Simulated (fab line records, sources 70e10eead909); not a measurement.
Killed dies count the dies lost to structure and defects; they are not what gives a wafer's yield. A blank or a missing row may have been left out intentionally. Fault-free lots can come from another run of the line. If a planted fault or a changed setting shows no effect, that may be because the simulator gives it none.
Which of the tools did it? | flow nand_harc | 72 wafers from 24 lots sampled at 2 of the route's 1159 steps

## WHAT EACH GAUGE READ, for each wafer
NHARC_P_M1_THK_MEAS_24: measures by xrf. Usual: 157.8 nm for thk_nm, sd 1.6.
lot  | measured     | on            | thk_nm (nm)       | flag
L074 | day 6 05:02  | film_metro-02 | 156.7 159.5 156.2 |
L076 | day 6 09:52  | film_metro-02 | 155.8 155.9 157.4 |
L075 | day 6 10:41  | film_metro-01 | 160.6 156.3 158.0 |
L077 | day 7 07:11  | film_metro-02 | 157.8 157.3 155.5 |
L078 | day 7 07:53  | film_metro-02 | 160.1 157.8 161.0 |
L079 | day 7 12:25  | film_metro-02 | 158.6 158.0 155.2 |
L080 | day 7 13:23  | film_metro-02 | 161.0 159.0 159.1 |
L081 | day 7 22:04  | film_metro-01 | 157.3 158.9 157.3 |
L082 | day 8 02:51  | film_metro-01 | 157.6 160.9 159.7 |
L084 | day 8 08:16  | film_metro-02 | 158.0 159.8 157.7 |
L083 | day 8 08:35  | film_metro-02 | 156.7 157.6 155.7 |
L088 | day 9 11:29  | film_metro-01 | 156.9 158.0 158.3 |
L085 | day 9 12:44  | film_metro-02 | 158.5 155.8 157.3 |
L086 | day 9 22:30  | film_metro-01 | 157.2 157.1 156.8 |
L087 | day 10 03:42 | film_metro-01 | 159.7 158.0 156.4 |
L089 | day 10 05:58 | film_metro-02 | 157.7 158.2 155.9 |
L090 | day 10 06:20 | film_metro-01 | 154.9 156.0 155.4 |
L091 | day 10 07:02 | film_metro-01 | 156.3 157.1 156.9 |
L092 | day 10 16:43 | film_metro-01 | 155.9 156.1 156.8 |
L093 | day 10 21:53 | film_metro-02 | 158.0 158.1 156.1 |
L095 | day 11 01:15 | film_metro-01 | 158.1 157.4 160.6 |
L094 | day 11 02:03 | film_metro-01 | 156.5 157.2 160.0 |
L096 | day 11 15:50 | film_metro-02 | 157.6 158.0 158.6 |
L097 | day 12 05:08 | film_metro-02 | 161.3 159.2 159.1 |

## WHICH TOOL RAN EACH LOT (tool, then ch and the chambers of the sampled wafers, then the start)
lot  | NHARC_P_M0_PRE_CLEAN_29
L074 | pvd_sputter-03, day 6 05:02 or earlier
L076 | pvd_sputter-02, day 6 09:52 or earlier
L075 | pvd_sputter-03, day 6 10:41 or earlier
L077 | pvd_sputter-01, day 7 07:11 or earlier
L078 | pvd_sputter-02, day 7 07:53 or earlier
L079 | pvd_sputter-02, day 7 12:25 or earlier
L080 | pvd_sputter-01, day 7 13:23 or earlier
L081 | pvd_sputter-03, day 7 22:04 or earlier
L082 | pvd_sputter-02, day 8 02:51 or earlier
L084 | pvd_sputter-03, day 8 08:16 or earlier
L083 | pvd_sputter-01, day 8 08:35 or earlier
L088 | pvd_sputter-03, day 9 11:29 or earlier
L085 | pvd_sputter-02, day 9 12:44 or earlier
L086 | pvd_sputter-03, day 9 22:30 or earlier
L087 | pvd_sputter-01, day 10 03:42 or earlier
L089 | pvd_sputter-01, day 10 05:58 or earlier
L090 | pvd_sputter-03, day 10 06:20 or earlier
L091 | pvd_sputter-01, day 10 07:02 or earlier
L092 | pvd_sputter-03, day 10 16:43 or earlier
L093 | pvd_sputter-01, day 10 21:53 or earlier
L095 | pvd_sputter-02, day 11 01:15 or earlier
L094 | pvd_sputter-03, day 11 02:03 or earlier
L096 | pvd_sputter-01, day 11 15:50 or earlier
L097 | pvd_sputter-03, day 12 05:08 or earlier
- NHARC_P_M0_PRE_CLEAN_29: time 30 s.

## AS READ BY THE TOOLS THEMSELVES (means over the sampled wafers that have a number; for cases with no such wafer, the mark the record gives instead)
NHARC_P_M0_PRE_CLEAN_29. Usual: 404 W for heater_power_w, sd 44.
lot  | tool           | heater_power_w (W) | flag
L074 | pvd_sputter-03 | 405                |
L076 | pvd_sputter-02 | 367                |
L075 | pvd_sputter-03 | 390                |
L077 | pvd_sputter-01 | 433                |
L078 | pvd_sputter-02 | 379                |
L079 | pvd_sputter-02 | 355                |
L080 | pvd_sputter-01 | 451                |
L081 | pvd_sputter-03 | 394                |
L082 | pvd_sputter-02 | 389                |
L084 | pvd_sputter-03 | 430                |
L083 | pvd_sputter-01 | 443                |
L088 | pvd_sputter-03 | 426                |
L085 | pvd_sputter-02 | 390                |
L086 | pvd_sputter-03 | 390                |
L087 | pvd_sputter-01 | 435                |
L089 | pvd_sputter-01 | 454                |
L090 | pvd_sputter-03 | 410                |
L091 | pvd_sputter-01 | 450                |
L092 | pvd_sputter-03 | 395                |
L093 | pvd_sputter-01 | 441                |
L095 | pvd_sputter-02 | 414                |
L094 | pvd_sputter-03 | 422                |
L096 | pvd_sputter-01 | 435                |
L097 | pvd_sputter-03 | 385                |

## THE ANSWER, worked out from the rows above alone
Rule: a lot is off if the mean of its wafers that have a number lies more than 3 standard deviations from the usual mean. A lot without any number at a reading at which 4 lots or more have one is off too. All remaining lots with rows at the step are treated as sound. The gauges are gone through in route order, then the tools' own readings, and for those a lot's mean is taken as printed above. At the first step where some lot is off, the reading lying furthest off is the one used; lots without a number count as furthest.
Across all readings shown, no lot is off: no conclusion can be drawn from this.

## WHAT WAS PUT IN BY THE SIMULATOR
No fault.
